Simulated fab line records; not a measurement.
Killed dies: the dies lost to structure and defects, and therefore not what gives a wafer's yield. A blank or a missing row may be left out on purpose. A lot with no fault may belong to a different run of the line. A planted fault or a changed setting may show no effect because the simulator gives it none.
fab line records	flow nandHarc
[record] lots = 12	wafers = 36	lastDay = 25
route steps=1159 shown A_BONDPAD@1080 THIN_TSV@1107 END@1159
lots with no fault: from the same line, run without faults
startH: start of the lot's first displayed wafer, in hours after the record's first day	waitH: hours elapsed since this lot's preceding step	" identical to the entry in the row above	L1.1+2: several wafers, shown together as one row	- value missing, or start not given	* or withheld: withheld	< > ~ a bound
route shown NAME@n: a module of which the file shows steps, and the number in the route of the first	usual: mean/standard deviation taken from wafers without a fault	same: alike in all rows	chamber/n: place in a boat	sites: the reading at each site	_std_site: standard deviation across them	_edge_site: mean of outer sites minus mean of inner sites	radiusMm: how far each site lies from the wafer's centre	mask NAME#n: copy n	behind: tool/chamber where the wafer was last shaped	hold: what put the lot on hold/how long, in hours/how the hold closed	device: whichever transistor did not switch (one of n, p or np)	end of line: tests run on the same wafers once the route is complete	for a step that has no rows: nothing shown but its recipe	killed: dies lost to structure and defects at the first sort, not the wafer's yield	map: a wafer's dies, x killed, . not, _ none there
set.NAME: the setting the step ran with; set.NAME@STEP: the setting that earlier step ran with	model.NAME: the simulator's own value behind a step, which no gauge read
one table for each step of the route and one row for each wafer, over a sample of lots
services: when a tool's chamber went out of use (startH, in hours from the record's first day, below 0 if earlier), for how many hours, and the reason
[[steps]]
[step NHARC_A_BONDPAD_ETCH_24]
[recipe] targetDepthA = 300	overEtchFrac = 0.3	timeS = 72.99	ionEnergyEv = 150	cf4FlowSccm = 50	n2FlowSccm = 100	arFlowSccm = 150	rfW = 300	biasW = 100	chemistry = CF4/N2
[usual] drypumpMotorCurrentA = 5.6/0.46	oesProductAu = 0.996/0.0096	rfVppV = 313.7/2.4	showerheadPlenumPTorr = 2.60/0.13	throttleValvePct = 19.793/0.009
[same] overEtchFrac = 0.3	timeS = 72.99
lot.wafer	tool	chamber	startH	waitH	drypumpMotorCurrentA	oesProductAu	rfHoursCounterH	rfVppV	showerheadPlenumPTorr	throttleValvePct
L632.1	rieDiel-06	1	417.64	0.2	4.8	1.001	7	309.9	2.46	19.804
L632.3	"	2	"	"	6.0	1.009	6	311.5	2.46	19.791
L632.6	"	1	"	"	4.8	1.000	-	312.7	2.46	19.793
L634.1	rieDiel-03	0	418.34	-	5.6	0.977	3	314.1	2.63	19.804
L634.2	"	1	"	"	6.4	0.980	3	311.5	2.45	19.800
L634.6	"	3	"	"	5.3	0.993	-	317.0	2.84	19.788
L633.3	rieDiel-03	2	-	-	5.7	0.994	4	317.0	2.77	19.801
L633.1	"	3	"	"	5.3	1.001	4	318.6	2.84	19.800
L633.6	"	1	"	"	6.4	0.981	-	311.2	2.45	19.784
L631.1	rieDiel-05	0	-	-	6.3	0.997	30	314.6	2.61	19.780
L631.4	"	1	"	"	5.6	1.012	30	312.7	2.50	19.803
L631.6	"	1	"	"	5.6	1.001	-	312.7	2.50	19.799
L636.2	rieDiel-06	1	-	-	4.8	0.991	0	311.5	2.46	19.805
L636.3	"	2	"	"	6.0	0.992	0	311.5	2.46	19.789
L636.4	"	3	"	"	5.7	1.005	0	316.6	2.71	19.800
L635.4	rieDiel-03	0	-	-	5.5	0.987	7	314.2	2.62	19.784
L635.1	"	2	"	"	5.7	0.986	7	316.0	2.77	19.777
L635.3	"	3	"	"	5.2	1.000	8	317.0	2.83	19.808
L638.3	rieDiel-03	2	-	-	5.7	0.997	8	316.1	2.77	19.788
L638.1	"	3	"	"	5.3	1.011	8	318.0	2.83	19.806
L638.4	"	0	"	"	5.6	0.981	8	314.1	2.62	19.800
L637.1	rieDiel-06	2	-	-	6.0	0.991	1	313.0	2.46	19.806
L637.3	"	0	"	"	5.4	1.000	1	314.7	2.62	19.776
L637.5	"	3	"	"	5.8	0.999	-	316.4	2.71	19.798
L639.4	rieDiel-03	3	-	-	5.3	1.003	12	317.7	2.83	19.797
L639.3	"	0	"	"	5.6	0.984	11	312.4	2.62	19.790
L639.2	"	1	"	"	6.4	0.976	11	311.9	2.45	19.799
L647.2	rieDiel-03	1	-	-	6.4	0.984	24	311.1	2.45	19.790
L647.6	"	0	"	"	5.6	0.984	-	314.4	2.62	19.791
L647.5	"	1	"	"	6.4	0.984	-	311.6	2.45	19.785
L650.2	rieDiel-06	1	-	-	4.8	0.994	4	310.3	2.46	19.773
L650.1	"	2	"	"	6.0	0.996	3	312.1	2.45	19.799
L650.4	"	3	"	"	5.7	0.989	4	314.7	2.71	19.798
L652.1	rieDiel-03	3	-	-	5.3	1.011	27	317.9	2.83	19.781
L652.2	"	1	"	"	6.4	0.984	26	312.8	2.44	19.800
L652.5	"	3	"	"	5.3	1.014	-	318.7	2.83	19.784
[step NHARC_A_BONDPAD_CMP_19]
[recipe] tOverpolishS = 30	cuRecessTouchS = 16	targetThkNm = 169.8
[usual] motorCurrentA = 12.3/0.92	overpolishRunS = 30.000/0.0091	padLifeWafers = 256/130
lot.wafer	tool	chamber	startH	waitH	motorCurrentA	overpolishRunS	padLifeWafers
L632.1	cmp-01	0	419.26	-	11.3	30.008	218
L632.3	"	1	"	"	12.2	30.000	219
L632.6	"	2	"	"	11.6	30.007	-
L634.2	cmp-01	3	419.85	-	13.2	30.015	223
L634.1	"	1	"	"	12.0	30.003	225
L634.6	"	2	"	"	12.4	30.018	-
L633.3	cmp-04	2	423.48	-	12.1	30.005	109
L633.1	"	0	"	"	12.1	30.002	111
L633.6	"	2	"	"	11.8	29.995	-
L631.1	cmp-01	0	423.87	-	10.9	29.996	247
L631.4	"	2	"	"	12.6	30.008	249
L631.6	"	3	"	"	13.6	29.985	-
L636.3	cmp-04	3	441.20	-	13.9	30.015	199
L636.4	"	0	"	"	13.3	30.010	200
L636.2	"	1	"	"	11.1	29.995	201
L635.4	cmp-04	1	447.24	-	11.1	30.003	234
L635.3	"	2	"	"	12.3	30.002	235
L635.1	"	3	"	"	13.5	29.988	236
L638.4	cmp-01	1	451.31	-	11.2	29.991	415
L638.1	"	2	"	"	12.4	29.993	416
L638.3	"	3	"	"	13.7	29.990	417
L637.3	cmp-01	2	465.33	-	11.9	30.008	486
L637.1	"	0	"	"	12.7	29.984	488
L637.5	"	3	"	"	13.3	29.991	-
L639.3	cmp-02	1	469.23	-	11.3	29.999	241
L639.4	"	2	"	"	11.3	30.003	242
L639.2	"	3	"	"	10.5	29.992	243
L647.2	cmp-01	3	532.78	-	13.2	30.003	336
L647.5	"	3	"	"	13.1	29.995	-
L647.6	"	0	"	"	11.8	30.005	-
L650.4	cmp-01	2	537.38	-	12.2	30.014	372
L650.2	"	0	"	"	11.8	29.998	374
L650.1	"	1	"	"	11.9	30.008	375
L652.1	cmp-01	3	548.99	-	12.3	30.000	438
L652.2	"	0	"	"	11.0	30.010	439
L652.5	"	3	"	"	13.2	29.995	-
[step NHARC_THIN_TSV_DEP_43]
[recipe] targetThkA = 13285	tempC = withheld	pressureTorr = 6.5	rfW = 900	teosFlowSccm = 161.4	flowSccm = 2650	targetThkNm = 1328.5	gas = O2	material = SiO2
[usual] flowSccm = 2650/8.1	throttleValvePct = 16.1/0.41
lot.wafer	tool	chamber	startH	waitH	flowSccm	throttleValvePct
L634.2	pecvd-03	0	432.21	-	2647	16.7
L634.1	"	1	"	"	2642	16.2
L634.6	"	1	"	"	2642	16.2
L632.1	pecvd-03	2	433.37	-	2648	16.1
L632.3	"	1	"	"	2654	16.4
L632.6	"	1	"	"	2647	16.2
L633.1	pecvd-02	2	434.61	-	2643	16.8
L633.3	"	0	"	"	2642	16.2
L633.6	"	2	"	"	2654	16.7
L631.1	pecvd-04	0	438.88	-	2644	16.1
L631.4	"	1	"	"	2642	15.5
L631.6	"	2	"	"	2640	16.7
L636.2	pecvd-04	0	454.13	-	2648	15.6
L636.3	"	1	"	"	2652	15.2
L636.4	"	2	"	"	2657	16.9
L635.3	pecvd-03	1	459.90	-	2666	16.4
L635.1	"	2	"	"	2647	16.1
L635.4	"	2	"	"	2658	16.1
L638.3	pecvd-04	0	461.09	-	2646	15.9
L638.1	"	1	"	"	2640	15.3
L638.4	"	2	"	"	2649	16.5
L637.3	pecvd-04	0	480.68	-	2654	15.9
L637.1	"	1	"	"	2638	15.5
L637.5	"	2	"	"	2650	16.4
L639.3	pecvd-04	0	481.78	-	2643	15.8
L639.2	"	1	"	"	2657	15.2
L639.4	"	0	"	"	2645	15.9
L647.2	pecvd-03	2	545.23	-	2647	16.0
L647.5	"	2	"	"	2668	16.0
L647.6	"	0	"	"	2649	16.4
L650.2	pecvd-03	1	551.43	-	2658	16.0
L650.1	"	2	"	"	2647	15.9
L650.4	"	1	"	"	2641	16.3
L652.1	pecvd-02	1	561.49	-	2657	16.0
L652.2	"	0	"	"	2649	16.0
L652.5	"	1	"	"	2658	16.0
[step NHARC_THIN_TSV_CD_MEAS_33]
[recipe] targetCdNm = 5000	landingEnergyEv = 500
[usual] cdNm = 5000.6/2.1
lot.wafer	tool	chamber	startH	waitH	cdNm
L634.1	cdSem-03	0	438.99	-	5002.3
L634.2	"	0	"	"	5004.7
L634.6	"	0	"	"	5000.0
L632.1	cdSem-02	0	440.29	-	5004.3
L632.3	"	0	"	"	4998.8
L632.6	"	0	"	"	5001.9
L633.1	cdSem-02	0	441.31	-	4999.6
L633.3	"	0	"	"	4995.9
L633.6	"	0	"	"	4997.0
L631.1	cdSem-01	0	445.58	-	4998.8
L631.4	"	0	"	"	5001.8
L631.6	"	0	"	"	5002.8
L636.2	cdSem-02	0	461.49	-	5001.1
L636.3	"	0	"	"	5001.9
L636.4	"	0	"	"	4998.0
L635.1	cdSem-03	0	466.54	-	5002.0
L635.3	"	0	"	"	5001.8
L635.4	"	0	"	"	5000.2
L638.1	cdSem-01	0	467.86	-	4998.1
L638.3	"	0	"	"	5000.2
L638.4	"	0	"	"	4997.0
L637.1	cdSem-01	0	487.45	-	5000.8
L637.3	"	0	"	"	4999.1
L637.5	"	0	"	"	4997.7
L639.2	cdSem-02	0	488.42	-	4997.1
L639.3	"	0	"	"	4998.5
L639.4	"	0	"	"	4997.3
L647.2	cdSem-03	0	552.00	-	5000.9
L647.5	"	0	"	"	4997.7
L647.6	"	0	"	"	4998.2
L650.1	cdSem-03	0	559.00	-	5003.0
L650.2	"	0	"	"	5002.5
L650.4	"	0	"	"	5001.3
L652.1	cdSem-01	0	568.28	-	4998.0
L652.2	"	0	"	"	4997.8
L652.5	"	0	"	"	4998.1
[step NHARC_END_SORT_01]
[recipe] tempC = 25
[usual] defectLimitedYield = 95.7/1.4	killedAtArray = 25/9.2	killedAtOther = 0.9/1.3	killedAtPeriphery = 3.3/2.3	killedDies = 29/9.6	killedOpen = 3.2/1.8	killedShort = 2/1.4	sort_bin_2_pct = 1.3/0.65	sort_bin_3_pct = 0.25/0.21	sort_bin_4_pct = 2.8/0.9	sortNPass = 648/9.6	sortRimYieldPct = 94/3	sortYieldPct = 95.7/1.4
[same] grossDies = 677	sort_bin_5_pct[%] = 0	sort_bin_6_pct[%] = 0	sort_bin_7_pct[%] = 0	sort_bin_8_pct[%] = 0	sortRimNGross = 106.00
lot.wafer	tool	chamber	startH	waitH	defectLimitedYield[%]	killedAtArray	killedAtOther	killedAtPeriphery	killedDies	killedOpen	killedShort	sort_bin_2_pct[%]	sort_bin_3_pct[%]	sort_bin_4_pct[%]	sortNPass	sortRimYieldPct[%]	sortYieldPct[%]
L638.1	prober-02	0	478.13	2.6	91.4	50	3	5	58	7	1	3.2	0	5.3	619	87	91.4
L638.3	prober-02	0	479.72	3.1	94.1	36	1	3	40	4	0	1.9	0.74	3.2	637	90	94.1
L638.4	prober-02	0	480.52	3.4	95.1	28	2	3	33	1	3	1.0	0.74	3.1	644	92	95.1
L637.1	prober-01	0	497.84	2.5	86.4	23	64	5	92	4	2	4.9	3.55	5.2	585	83	86.4
L637.3	prober-01	0	499.45	3.1	95.4	24	0	7	31	6	2	1.6	0.30	2.7	646	92	95.4
L637.5	prober-01	0	501.06	3.7	96.8	21	0	1	22	3	1	0.4	0.44	2.4	655	94	96.8
L639.2	prober-02	0	498.64	2.8	86.1	27	64	3	94	3	3	5.3	3.40	5.2	583	80	86.1
L639.3	prober-02	0	499.42	3.1	96.0	23	1	3	27	2	1	1.2	0.30	2.5	650	96	96.0
L639.4	prober-02	0	500.21	3.4	96.3	23	0	2	25	4	1	0.9	0.30	2.5	652	94	96.3
// killed by level:class
L638.1 A_CHANNEL_HOLE_D1:chamberFilmFlake=19 A_SLIT:chamberFilmFlake=11 P_ZERO_WELL:chamberFilmFlake=3 A_STAIRCASE:chamberFilmFlake=3 A_WL_FILL:chamberFilmFlake=3 A_M0:chamberFilmFlake=3 A_ONON_D1:geometricParticle:open=2 A_SGD_CUT:chamberFilmFlake=2
L638.3 A_CHANNEL_HOLE_D1:chamberFilmFlake=12 A_SLIT:chamberFilmFlake=10 A_M0:chamberFilmFlake=3 P_ZERO_WELL:chamberFilmFlake=2 A_STAIRCASE:chamberFilmFlake=2 A_SGD_CUT:chamberFilmFlake=2 A_WL_FILL:chamberFilmFlake=2 A_CONTACT:chamberFilmFlake=2
L638.4 A_CHANNEL_HOLE_D1:chamberFilmFlake=7 A_SLIT:chamberFilmFlake=5 A_CONTACT:chamberFilmFlake=4 A_WL_FILL:geometricParticle:short=3 P_ZERO_WELL:chamberFilmFlake=3 A_STAIRCASE:chamberFilmFlake=3 A_WL_FILL:chamberFilmFlake=3 THIN_TSV:chamberFilmFlake=2
L637.1 THIN_TSV:unspecified=64 A_SLIT:chamberFilmFlake=9 A_STAIRCASE:chamberFilmFlake=3 A_CONTACT:chamberFilmFlake=3 P_CONTACT:geometricParticle:open=2 P_ZERO_WELL:chamberFilmFlake=2 A_CHANNEL_HOLE_D1:chamberFilmFlake=2 A_WL_FILL:chamberFilmFlake=2
L639.2 THIN_TSV:unspecified=63 A_CHANNEL_HOLE_D1:chamberFilmFlake=11 A_STAIRCASE:chamberFilmFlake=5 A_CONTACT:chamberFilmFlake=4 A_SGD_CUT:chamberFilmFlake=3 P_CONTACT:geometricParticle:open=1 P_M2:geometricParticle:short=1 A_ONON_D1:geometricParticle:short=1
L639.3 A_CHANNEL_HOLE_D1:chamberFilmFlake=12 A_SGD_CUT:chamberFilmFlake=3 P_BONDPAD:chamberFilmFlake=2 A_ZERO_WELL:chamberFilmFlake=2 A_CONTACT:chamberFilmFlake=2 A_CHANNEL_FILL_D1:geometricParticle:short=1 A_CONTACT:geometricParticle:open=1 A_BLC:geometricParticle:open=1
L637.3 A_SLIT:chamberFilmFlake=9 A_WL_FILL:chamberFilmFlake=6 P_ZERO_WELL:chamberFilmFlake=3 A_ONON_D1:geometricParticle:short=2 A_CHANNEL_HOLE_D1:chamberFilmFlake=2 P_STI:geometricParticle:open=1 P_GATE:geometricParticle:open=1 P_CONTACT:geometricParticle:open=1
L639.4 A_STAIRCASE:chamberFilmFlake=6 A_CHANNEL_HOLE_D1:chamberFilmFlake=5 A_SGD_CUT:chamberFilmFlake=4 A_CONTACT:chamberFilmFlake=3 P_CONTACT:geometricParticle:open=1 P_M0:geometricParticle:open=1 A_WL_FILL:geometricParticle:short=1 A_CONTACT:geometricParticle:open=1
L637.5 A_SLIT:chamberFilmFlake=10 A_CONTACT:chamberFilmFlake=3 A_CHANNEL_HOLE_D1:chamberFilmFlake=2 A_STAIRCASE:chamberFilmFlake=2 P_M0:geometricParticle:open=1 A_ONON_D1:geometricParticle:short=1 A_CHANNEL_FILL_D1:geometricParticle:open=1 A_CONTACT:geometricParticle:open=1
[[services]]
tool	chamber	startH	hours	kind
cmp-02	-	397.79	1.1	repair
cmp-04	-	399.13	4.0	pm
rieDiel-03	0	401.30	-	clean
rieDiel-03	1	401.30	-	clean
rieDiel-03	2	401.30	-	clean
rieDiel-06	3	414.76	2.9	repair
rieDiel-06	-	418.33	9.0	pm
cmp-02	-	422.66	4.0	pm
rieDiel-06	-	429.95	0.6	repair
cmp-02	-	445.32	2.6	repair
pecvd-02	2	447.01	11.5	repair
pecvd-03	-	473.29	13.0	pm
cmp-01	-	473.53	4.0	pm
cmp-01	-	477.53	-	consumableReplace:conditioner
cmp-01	-	477.53	-	consumableReplace:pad
cmp-04	-	497.13	4.0	pm
rieDiel-03	0	507.85	12.3	repair
pecvd-02	-	515.39	13.0	pm
rieDiel-05	-	517.68	9.0	pm
cmp-02	-	520.66	4.0	pm
cmp-04	-	524.49	6.1	repair
rieDiel-06	0	541.88	11.7	repair
cmp-02	-	551.31	0.5	repair
pecvd-04	-	557.77	13.0	pm
[[key]]
[firstSign] step = NHARC_END_SORT_01	reading = killedAtOther	direction = up	sigmas = 50	usual = 0.9	struck = 64
[effect] step = NHARC_END_SORT_01	reading = killedDies	direction = up	sigmas = 6.6	usual = 29	struck = 93
[moreKillsBornAt] NHARC_THIN_TSV_DEP_43@pecvd-04 = 127
metAt NHARC_THIN_TSV_DEP_43
struckLots L637,L639
struckWafers L637.1,L639.2
notActingAt NHARC_A_BONDPAD_ETCH_24,NHARC_A_BONDPAD_CMP_19,NHARC_THIN_TSV_CD_MEAS_33
onsetBetween 461.09 480.68
[fault] kind = chamberParticleSource	tool = pecvd-04	chamber = 1	onsetH = 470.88	steps = NHARC_THIN_TSV_DEP_43	ratePerVisitCm2 = 0.84511	endH = 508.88
